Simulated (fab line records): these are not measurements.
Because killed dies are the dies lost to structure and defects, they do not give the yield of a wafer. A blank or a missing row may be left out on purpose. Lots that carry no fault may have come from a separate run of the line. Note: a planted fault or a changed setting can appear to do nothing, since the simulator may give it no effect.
fab line records	flow nandHarc
record: lots: 5	wafers: 15	lastDay: 33
route steps=1302 shown A_BLC@1133 A_M0@1137 END@1302
lots that met no fault: taken from a fault-free run of the same line
startH: start of the lot's first displayed wafer, in hours after the record's first day	waitH: time in hours since the lot's previous step	" unchanged from the row above	L1.1+2: a row that stands for several wafers	- value missing, or start not given	* or withheld: withheld	< > ~ a bound
route shown NAME@n: names a module that has steps shown in the file, with the first one's number in the route	usual: the fault-free wafers' mean and standard deviation	same: alike in all rows	chamber/n: place in a boat	sites: readings site by site	_std_site: the values' standard deviation	_edge_site: mean of outer sites minus mean of inner sites	radiusMm: how far each site lies from the wafer's centre	mask NAME#n: copy n	behind: the tool/chamber that last shaped the wafer	hold: reason for holding the lot/hours on hold/outcome of the hold	device: the transistor (n, p or np) that didn't switch	end of line: the same wafers' tests at the end of the route	a step given without rows: its recipe and nothing more	killed: count of dies lost to structure and defects at first sort (not the wafer's yield)	map: shows each die of a wafer: x if killed, . if not, _ if none is there
set.NAME: the setting that was run; set.NAME@STEP: the one run at that earlier step	model.NAME: the simulator's own value behind a step, which no gauge read
certain route steps with their lots: each step a table, each wafer a row
services: the hour from which a tool's chamber was out of use, counted from the record's first day as startH (under 0 if before that day), plus the number of hours and why
== steps ==
step: NHARC_A_BLC_CMP_25
recipe: tOverpolishS: 30	targetThkNm: 150
usual: motorCurrentA: 12.2/1.1	overpolishRunS: 30.000/0.0097	timeToEndpointS: 29.8/2.6
lot.wafer	tool	chamber	startH	waitH	motorCurrentA	overpolishRunS	timeToEndpointS
L406.3	cmp-04	1	630.56	0.3	14.3	30.001	27.1
L406.6	"	0	"	"	11.8	30.014	29.7
L406.5	"	1	"	"	13.9	30.011	28.0
L409.1	cmp-02	2	632.35	0.4	10.6	30.008	28.6
L409.2	"	0	"	"	12.3	30.005	29.6
L409.3	"	1	"	"	11.4	30.009	30.1
L408.4	cmp-01	0	634.07	0.2	11.0	30.002	25.4
L408.1	"	1	"	"	11.6	29.984	25.5
L408.3	"	2	"	"	10.7	30.006	24.3
L418.4	cmp-04	2	727.93	0.3	13.1	29.987	32.9
L418.1	"	3	"	"	11.5	30.007	31.7
L418.3	"	0	"	"	11.0	29.989	32.4
L421.2	cmp-01	1	748.67	0.4	11.3	29.996	25.1
L421.6	"	0	"	"	11.2	30.010	28.1
L421.5	"	1	"	"	11.1	29.986	27.2
step: NHARC_A_BLC_SRD_27
step: NHARC_A_BLC_INSPECT_28
usual: rawDefectCount: 515/140
lot.wafer	tool	chamber	startH	waitH	rawDefectCount
L406.3	defectInspect-02	-	630.94	0.1	435
L406.5	"	-	"	"	587
L406.6	"	-	"	"	694
L409.1	defectInspect-02	-	632.75	0.1	541
L409.2	"	-	"	"	757
L409.3	"	-	"	"	765
L408.1	defectInspect-02	-	634.47	0.1	457
L408.3	"	-	"	"	354
L408.4	"	-	"	"	384
L418.1	defectInspect-02	-	728.31	0.1	471
L418.3	"	-	"	"	416
L418.4	"	-	"	"	388
L421.2	defectInspect-01	-	749.06	0.1	583
L421.5	"	-	"	"	447
L421.6	"	-	"	"	626
step: NHARC_A_M0_DEP_00
recipe: targetThkA: 1500	targetThkNm: 150	tempC: withheld	pressureTorr: 5	flowSccm: 200	rfW: 600	material: SiOC
step: NHARC_A_M0_DEHYDRATE_01
recipe: tempC: 150	timeS: 120
step: NHARC_A_M0_HMDS_02
recipe: timeS: 30
step: NHARC_A_M0_COAT_33
recipe: tempC: 200	timeS: 65
step: NHARC_A_M0_COAT_03
recipe: spinRpm: 1500	resistThkNm: 90
step: NHARC_A_M0_SOFTBAKE_04
recipe: tempC: 105	timeS: 55
step: NHARC_A_M0_EBR_05
step: NHARC_A_M0_EXPOSE_06
recipe: na: 1.35	targetCdNm: 80	doseMj: 83.25	maskId: A_M0
step: NHARC_A_M0_PEB_07
recipe: pebTempC: 100	pebTimeS: 65
usual: chillPlateTempC: 23.01/0.095
lot.wafer	tool	chamber	startH	waitH	chillPlateTempC
L406.3	lithoTrack-04	0	631.77	0.1	22.96
L406.5	"	0	"	"	22.93
L406.6	"	0	"	"	23.02
L409.1	lithoTrack-01	0	633.45	0.1	23.12
L409.2	"	0	"	"	23.09
L409.3	"	0	"	"	23.15
L408.1	lithoTrack-04	0	635.43	0.1	22.93
L408.3	"	0	"	"	22.92
L408.4	"	0	"	"	23.04
L418.1	lithoTrack-01	0	729.13	0.1	22.96
L418.3	"	0	"	"	22.93
L418.4	"	0	"	"	23.14
L421.2	lithoTrack-04	0	749.89	0.1	22.91
L421.5	"	0	"	"	22.94
L421.6	"	0	"	"	22.96
step: NHARC_A_M0_DEVELOP_08
recipe: developTimeS: 35	devTempC: 23
step: NHARC_A_M0_CD_MEAS_09
recipe: targetCdNm: 80	landingEnergyEv: 500
usual: cdNm: 79.7/0.65
lot.wafer	tool	chamber	startH	waitH	cdNm
L406.3	cdSem-03	0	631.86	-	79.5
L406.5	"	0	"	"	79.9
L406.6	"	0	"	"	80.0
L409.1	cdSem-01	0	633.53	-	80.5
L409.2	"	0	"	"	79.2
L409.3	"	0	"	"	79.6
L408.1	cdSem-03	0	635.51	-	80.3
L408.3	"	0	"	"	81.2
L408.4	"	0	"	"	80.0
L418.1	cdSem-03	0	729.21	-	80.5
L418.3	"	0	"	"	81.0
L418.4	"	0	"	"	79.4
L421.2	cdSem-01	0	749.97	-	79.8
L421.5	"	0	"	"	79.7
L421.6	"	0	"	"	79.8
step: NHARC_A_M0_OVL_MEAS_10
recipe: pitchNm: 160
usual: overlayXNm: -0.1/0.72	overlayYNm: -0.3/0.94
lot.wafer	tool	chamber	startH	waitH	overlayXNm	overlayYNm
L406.3	overlay-01	-	631.94	-	1.3	-0.1
L406.5	"	-	"	"	0.9	-0.7
L406.6	"	-	"	"	1.1	-0.2
L409.1	overlay-01	-	633.62	-	-0.5	0.6
L409.2	"	-	"	"	-0.5	1.0
L409.3	"	-	"	"	-0.8	0.8
L408.1	overlay-01	-	635.59	-	-1.1	-0.2
L408.3	"	-	"	"	-1.3	-0.5
L408.4	"	-	"	"	-1.8	0.3
L418.1	overlay-02	-	729.30	-	-0.7	-0.6
L418.3	"	-	"	"	-1.4	-1.1
L418.4	"	-	"	"	-1.3	-1.0
L421.2	overlay-02	-	750.05	-	1.4	1.1
L421.5	"	-	"	"	1.5	0.3
L421.6	"	-	"	"	1.4	0.8
step: NHARC_A_M0_INSPECT_11
usual: rawDefectCount: 89/37
lot.wafer	tool	chamber	startH	waitH	rawDefectCount
L406.3	defectInspect-01	-	631.98	0.0	74
L406.5	"	-	"	"	63
L406.6	"	-	"	"	87
L409.1	defectInspect-02	-	633.66	0.0	65
L409.2	"	-	"	"	74
L409.3	"	-	"	"	72
L408.1	defectInspect-01	-	635.63	0.0	82
L408.3	"	-	"	"	83
L408.4	"	-	"	"	89
L418.1	defectInspect-01	-	729.34	0.0	75
L418.3	"	-	"	"	87
L418.4	"	-	"	"	87
L421.2	defectInspect-01	-	750.09	0.0	98
L421.5	"	-	"	"	71
L421.6	"	-	"	"	84
step: NHARC_A_M0_DESCUM_14
recipe: timeS: 3	o2FlowSccm: 200	arFlowSccm: 0	biasPowerW: 0	chemistry: O2
usual: chamberPressureMTorr: 60.00/0.051	drypumpMotorCurrentA: 5.9/0.43	oesProductAu: 1.000/0.011	rfVppV: 57.7/0.89	showerheadPlenumPTorr: 1.90/0.09	throttleValvePct: 11.311/0.0091
same: biasPowerW: 0
lot.wafer	tool	chamber	startH	waitH	chamberPressureMTorr	drypumpMotorCurrentA	oesProductAu	rfHoursCounterH	rfVppV	showerheadPlenumPTorr	throttleValvePct	model.A_M0.cdNm
L406.3	rieDiel-05	2	632.05	0.1	60.04	5.2	0.988	1.7	58.9	2.01	11.316	79.73
L406.6	"	1	"	"	60.04	6.0	0.989	-	56.8	1.81	11.293	79.83
L406.5	"	2	"	"	59.99	5.1	0.992	-	59.3	2.01	11.315	79.86
L409.3	rieDiel-05	2	633.72	0.1	60.05	5.2	0.984	1.8	58.4	2.01	11.319	79.69
L409.2	"	0	"	"	59.99	5.6	1.014	1.7	57.0	1.88	11.314	78.83
L409.1	"	1	"	"	60.10	6.0	0.978	1.5	58.0	1.81	11.324	80.07
L408.1	rieDiel-05	2	635.69	0.1	59.90	5.2	0.989	1.9	59.0	2.01	11.331	80.69
L408.4	"	3	"	"	59.99	6.0	0.999	1.9	58.7	1.92	11.309	80.01
L408.3	"	0	"	"	60.01	5.6	0.997	1.8	57.6	1.88	11.315	80.62
L418.3	rieDiel-01	2	729.40	0.1	60.00	5.9	1.012	11.0	57.6	1.77	11.315	81.29
L418.4	"	0	"	"	59.96	5.8	1.009	7.8	56.7	1.82	11.298	79.26
L418.1	"	1	"	"	60.06	6.7	0.983	8.7	56.6	1.79	11.319	79.66
L421.2	rieDiel-05	1	750.18	0.1	59.90	6.0	0.986	8.6	57.3	1.81	11.317	79.68
L421.5	"	2	"	"	60.08	5.2	0.993	-	57.9	2.01	11.315	79.86
L421.6	"	3	"	"	59.99	6.0	0.987	-	58.9	1.92	11.313	79.03
step: NHARC_A_M0_ETCH_34
recipe: targetDepthA: 400	overetchA: 120	timeS: 43.94	ionEnergyEv: 200	n2FlowSccm: 150	h2FlowSccm: 150	arFlowSccm: 0	rfW: 400	biasW: 150	chemistry: N2/H2
usual: chamberPressureMTorr: 30.00/0.032	drypumpMotorCurrentA: 5.9/0.42	oesProductAu: 0.999/0.011	rfVppV: 429.9/2.9	showerheadPlenumPTorr: 2.02/0.099	throttleValvePct: 14.172/0.0085
lot.wafer	tool	chamber	startH	waitH	chamberPressureMTorr	drypumpMotorCurrentA	oesProductAu	rfHoursCounterH	rfVppV	showerheadPlenumPTorr	throttleValvePct
L406.3	rieDiel-05	1	632.14	0.1	30.01	6.0	0.980	1.4	426.6	1.93	14.164
L406.5	"	2	"	"	30.02	5.2	0.987	-	432.2	2.15	14.175
L406.6	"	3	"	"	29.94	6.0	1.002	-	433.0	2.05	14.177
L409.1	rieDiel-05	1	633.81	0.1	29.99	6.0	0.990	1.5	428.1	1.93	14.160
L409.3	"	2	"	"	30.02	5.1	0.998	1.8	433.1	2.15	14.170
L409.2	"	3	"	"	29.98	6.0	0.994	1.8	430.5	2.05	14.186
L408.1	rieDiel-05	3	635.78	0.1	29.97	6.0	1.011	1.9	430.4	2.05	14.180
L408.3	"	1	"	"	30.02	6.0	0.984	1.6	427.0	1.93	14.178
L408.4	"	2	"	"	29.98	5.2	0.996	1.9	432.2	2.15	14.176
L418.4	rieDiel-01	1	729.48	0.1	29.97	6.7	0.984	8.7	426.6	1.90	14.186
L418.3	"	2	"	"	30.00	5.9	1.004	11.0	425.0	1.89	14.181
L418.1	"	3	"	"	30.02	5.7	1.000	10.4	434.9	2.16	14.164
L421.2	rieDiel-05	1	750.24	0.1	30.00	6.0	0.980	8.6	427.7	1.93	14.169
L421.6	"	0	"	"	29.99	5.6	1.013	-	429.0	2.00	14.174
L421.5	"	1	"	"	30.00	6.0	0.984	-	427.8	1.93	14.165
step: NHARC_A_M0_ETCH_15
recipe: targetDepthA: 1500	overetchA: 150	timeS: 82.5	c4f8FlowSccm: withheld	arFlowSccm: 400	rfW: 600	biasW: 300	chemistry: C4F8/Ar
usual: chamberPressureMTorr: 24.997/0.022	oesProductAu: 0.946/0.025	rfVppV: 440.1/2.9
lot.wafer	tool	chamber	startH	waitH	chamberPressureMTorr	oesProductAu	rfHoursCounterH	rfVppV	model.A_M0.cdNm
L406.3	rieDiel-05	2	-	-	25.015	0.952	1.8	443.4	79.56
L406.5	"	3	"	"	24.994	0.985	-	439.4	79.79
L406.6	"	0	"	"	25.019	0.992	-	440.7	80.27
L409.1	rieDiel-05	0	-	-	25.025	0.983	1.7	441.1	79.75
L409.3	"	1	"	"	25.007	0.958	1.5	439.1	79.39
L409.2	"	2	"	"	24.988	0.948	1.8	443.9	79.19
L408.3	rieDiel-05	0	-	-	25.006	0.984	1.8	439.4	80.63
L408.4	"	1	"	"	24.969	0.963	1.6	438.5	79.77
L408.1	"	2	"	"	25.015	0.945	1.9	442.6	81.07
L418.4	rieDiel-01	3	-	-	24.967	0.930	10.4	442.7	78.72
L418.1	"	0	"	"	25.044	0.940	7.8	437.0	79.63
L418.3	"	2	"	"	24.930	0.928	11.0	435.4	81.23
L421.2	rieDiel-05	1	-	-	24.981	0.925	8.6	438.4	79.55
L421.5	"	3	"	"	25.006	0.932	-	438.8	79.52
L421.6	"	0	"	"	24.999	0.939	-	438.9	79.06
step: NHARC_A_M0_CD_MEAS_16
usual: cdNm: 79.5/0.86
lot.wafer	tool	chamber	startH	waitH	cdNm
L406.3	cdSem-03	-	632.35	-	79.4
L406.5	"	-	"	"	80.0
L406.6	"	-	"	"	80.3
L409.1	cdSem-01	-	634.02	-	79.5
L409.2	"	-	"	"	79.3
L409.3	"	-	"	"	79.7
L408.1	cdSem-03	-	635.99	-	81.3
L408.3	"	-	"	"	80.3
L408.4	"	-	"	"	80.1
L418.1	cdSem-03	-	729.70	-	79.9
L418.3	"	-	"	"	81.0
L418.4	"	-	"	"	78.6
L421.2	cdSem-02	-	750.45	-	80.0
L421.5	"	-	"	"	80.0
L421.6	"	-	"	"	79.4
step: NHARC_END_SORT_01
recipe: tempC: 25
usual: defectLimitedYield: 90.5/2.8	killedAtArray: 59/19	killedAtOther: 1.0/1.1	killedAtPeriphery: 3.8/2.4	killedDies: 64/19	killedOpen: 3.3/2	killedShort: 2.4/1.6
same: grossDies: 677
lot.wafer	tool	chamber	startH	waitH	defectLimitedYield[%]	killedAtArray	killedAtOther	killedAtPeriphery	killedDies	killedOpen	killedShort
L408.1	prober-02	0	677.64	2.5	90.8	59	2	1	62	4	1
L408.3	prober-02	0	679.20	3.1	90.3	59	1	6	66	2	2
L408.4	prober-02	0	679.98	3.3	90.3	62	1	3	66	0	2
L409.1	prober-01	0	677.65	2.5	91.1	52	1	7	60	3	2
L409.2	prober-01	0	678.45	2.8	91.6	52	1	4	57	4	2
L409.3	prober-01	0	679.25	3.1	90.8	53	0	9	62	3	2
L406.3	prober-02	0	687.00	3.1	93.5	37	1	6	44	4	2
L406.5	prober-02	0	688.60	3.7	92.2	41	1	11	53	4	3
L406.6	prober-02	0	689.41	4.0	89.2	64	0	9	73	5	2
L418.1	prober-02	0	775.17	2.5	90.1	62	1	4	67	6	3
L418.3	prober-02	0	776.79	3.1	88.8	68	1	7	76	4	1
L418.4	prober-02	0	777.59	3.4	90.4	56	0	9	65	2	0
L421.2	prober-02	0	787.56	2.8	89.8	65	1	3	69	2	2
L421.5	prober-02	0	789.95	3.7	93.5	42	0	2	44	2	3
L421.6	prober-02	0	790.75	4.0	91.7	52	0	4	56	2	3
killed by level:class
L408.1 A_CHANNEL_HOLE_D1:chamberFilmFlake=41 A_CONTACT:chamberFilmFlake=5 A_SLIT:chamberFilmFlake=3 A_CHANNEL_FILL_D1:geometricParticle:open=2 A_CHANNEL_HOLE_D2:chamberFilmFlake=2 A_STAIRCASE:chamberFilmFlake=2 THIN_TSV:chamberFilmFlake=2 A_ONON_D2:geometricParticle:open=1
L409.1 A_CHANNEL_HOLE_D1:chamberFilmFlake=32 A_CHANNEL_HOLE_D2:chamberFilmFlake=14 P_GATE:chamberFilmFlake=3 P_BONDPAD:chamberFilmFlake=2 A_CHANNEL_FILL_D2:geometricParticle:open=1 A_CHANNEL_FILL_D2:geometricParticle:short=1 A_SGD_CUT:geometricParticle:open=1 A_WL_FILL:geometricParticle:open=1
L409.2 A_CHANNEL_HOLE_D1:chamberFilmFlake=33 A_CHANNEL_HOLE_D2:chamberFilmFlake=11 P_GATE:geometricParticle:open=2 A_ZERO_WELL:chamberFilmFlake=2 P_CONTACT:geometricParticle:open=1 A_DECK1_JOINT:geometricParticle:short=1 A_DECK1_JOINT:geometricParticle:open=1 A_M1:geometricParticle:short=1
L408.3 A_CHANNEL_HOLE_D1:chamberFilmFlake=41 A_SLIT:chamberFilmFlake=5 A_STAIRCASE:chamberFilmFlake=4 A_CHANNEL_HOLE_D2:chamberFilmFlake=3 P_GATE:geometricParticle:open=2 A_CHANNEL_FILL_D1:chamberFilmFlake=2 A_CONTACT:chamberFilmFlake=2 P_M0:geometricParticle:short=1
L409.3 A_CHANNEL_HOLE_D1:chamberFilmFlake=36 A_CHANNEL_HOLE_D2:chamberFilmFlake=12 P_GATE:chamberFilmFlake=4 P_GATE:geometricParticle:open=1 P_CONTACT:geometricParticle:short=1 A_CHANNEL_FILL_D1:geometricParticle:short=1 A_CHANNEL_FILL_D2:geometricParticle:open=1 A_M0:geometricParticle:open=1
L408.4 A_CHANNEL_HOLE_D1:chamberFilmFlake=43 A_CHANNEL_HOLE_D2:chamberFilmFlake=5 A_CONTACT:chamberFilmFlake=5 A_SLIT:chamberFilmFlake=4 P_CONTACT:chamberFilmFlake=2 A_CHANNEL_FILL_D1:chamberFilmFlake=2 A_STAIRCASE:chamberFilmFlake=2 A_WL_FILL:geometricParticle:short=1
L406.3 A_SLIT:chamberFilmFlake=20 A_CHANNEL_HOLE_D1:chamberFilmFlake=7 P_M2:chamberFilmFlake=3 A_CHANNEL_HOLE_D2:chamberFilmFlake=2 A_CHANNEL_HOLE_D1:geometricParticle:short=2 A_DECK1_JOINT:geometricParticle:open=2 P_STI:chamberFilmFlake=2 A_CONTACT:chamberFilmFlake=2
L406.5 A_SLIT:chamberFilmFlake=23 A_CHANNEL_HOLE_D1:chamberFilmFlake=7 P_M0:chamberFilmFlake=4 P_M2:chamberFilmFlake=3 A_CHANNEL_HOLE_D2:chamberFilmFlake=3 A_ONON_D1:geometricParticle:short=2 A_DECK1_JOINT:geometricParticle:open=2 P_M0:geometricParticle:open=1
L406.6 A_SLIT:chamberFilmFlake=34 A_CHANNEL_HOLE_D1:chamberFilmFlake=12 P_M2:chamberFilmFlake=4 A_CHANNEL_FILL_D1:chamberFilmFlake=4 P_M0:chamberFilmFlake=3 A_M0:geometricParticle:open=2 A_DECK1_JOINT:chamberFilmFlake=2 A_CHANNEL_HOLE_D2:unspecified=2
L418.1 A_CHANNEL_HOLE_D2:chamberFilmFlake=23 A_CHANNEL_HOLE_D1:chamberFilmFlake=13 A_SLIT:chamberFilmFlake=8 A_CONTACT:chamberFilmFlake=7 P_STI:chamberFilmFlake=3 A_CHANNEL_HOLE_D1:geometricParticle:open=2 A_ONON_D2:geometricParticle:open=2 A_DECK1_JOINT:chamberFilmFlake=2
L418.3 A_CHANNEL_HOLE_D2:chamberFilmFlake=30 A_CHANNEL_HOLE_D1:chamberFilmFlake=12 A_SLIT:chamberFilmFlake=12 P_M1:chamberFilmFlake=5 A_CONTACT:chamberFilmFlake=5 A_CHANNEL_FILL_D2:chamberFilmFlake=3 A_STAIRCASE:chamberFilmFlake=2 P_M0:geometricParticle:open=1
L418.4 A_CHANNEL_HOLE_D2:chamberFilmFlake=23 A_SLIT:chamberFilmFlake=10 A_CHANNEL_HOLE_D1:chamberFilmFlake=7 A_CONTACT:chamberFilmFlake=7 P_M1:chamberFilmFlake=5 A_CHANNEL_FILL_D2:chamberFilmFlake=4 A_STAIRCASE:chamberFilmFlake=3 P_STI:chamberFilmFlake=2
L421.2 A_SLIT:chamberFilmFlake=29 A_CHANNEL_HOLE_D1:chamberFilmFlake=23 A_CONTACT:chamberFilmFlake=8 P_GATE:geometricParticle:open=1 A_STAIRCASE:geometricParticle:short=1 A_STAIRCASE:geometricParticle:open=1 A_M1:geometricParticle:short=1 P_ZERO_WELL:chamberFilmFlake=1
L421.5 A_SLIT:chamberFilmFlake=14 A_CHANNEL_HOLE_D1:chamberFilmFlake=11 A_CONTACT:chamberFilmFlake=9 A_DECK1_JOINT:chamberFilmFlake=2 P_M1:geometricParticle:short=1 A_ONON_D2:geometricParticle:short=1 A_CHANNEL_FILL_D2:geometricParticle:short=1 A_CONTACT:geometricParticle:open=1
L421.6 A_SLIT:chamberFilmFlake=35 A_CHANNEL_HOLE_D1:chamberFilmFlake=8 A_CONTACT:chamberFilmFlake=3 P_GATE:geometricParticle:open=1 P_M2:geometricParticle:open=1 A_CHANNEL_FILL_D1:geometricParticle:short=1 A_CHANNEL_FILL_D2:geometricParticle:short=1 A_WL_FILL:geometricParticle:short=1
== services ==
tool	chamber	startH	hours	kind
rieDiel-05	0	617.10	-	clean
rieDiel-05	1	617.10	-	clean
rieDiel-05	2	617.10	-	clean
rieDiel-05	3	617.10	-	clean
cmp-02	-	625.19	4.0	pm
rieDiel-05	0	641.60	-	clean
rieDiel-05	1	641.60	-	clean
cmp-04	-	655.87	0.4	repair
cmp-01	-	661.05	9.4	repair
rieDiel-05	2	666.30	16.3	repair
cmp-01	-	675.50	4.0	pm
lithoTrack-01	-	680.00	7.0	pm
cmp-04	-	692.68	3.1	repair
cmp-02	-	696.39	4.0	repair
cmp-04	-	700.02	4.0	pm
rieDiel-01	0	703.72	7.6	repair
cmp-04	-	706.46	2.6	repair
cmp-02	-	707.65	2.1	repair
cmp-02	-	716.32	2.2	repair
cmp-02	-	723.19	4.0	pm
rieDiel-05	0	725.08	18.4	repair
lithoTrack-04	-	728.00	7.0	pm
rieDiel-01	-	734.80	9.0	pm
cmp-04	-	737.61	1.9	repair
== key ==
firstSign none at tools or gauges
modelEffect: step: NHARC_A_M0_DESCUM_14	value: A_M0.cdNm	without: 79.54	struck: 81.29
modelEffect: step: NHARC_A_M0_ETCH_15	value: A_M0.cdNm	without: 79.49	struck: 81.23
metAt NHARC_A_M0_PEB_07
struckWafers L418.3
onsetBetween 633.45 729.13
fault: kind: processParameterDrift	tool: lithoTrack-01	chamber: -	onsetH: 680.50	steps: NHARC_A_M0_PEB_07	channel: pebTimeS	offset: *	shape: step	endH: 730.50	scope: struckWafersOnly	actsIn: *	stated: *
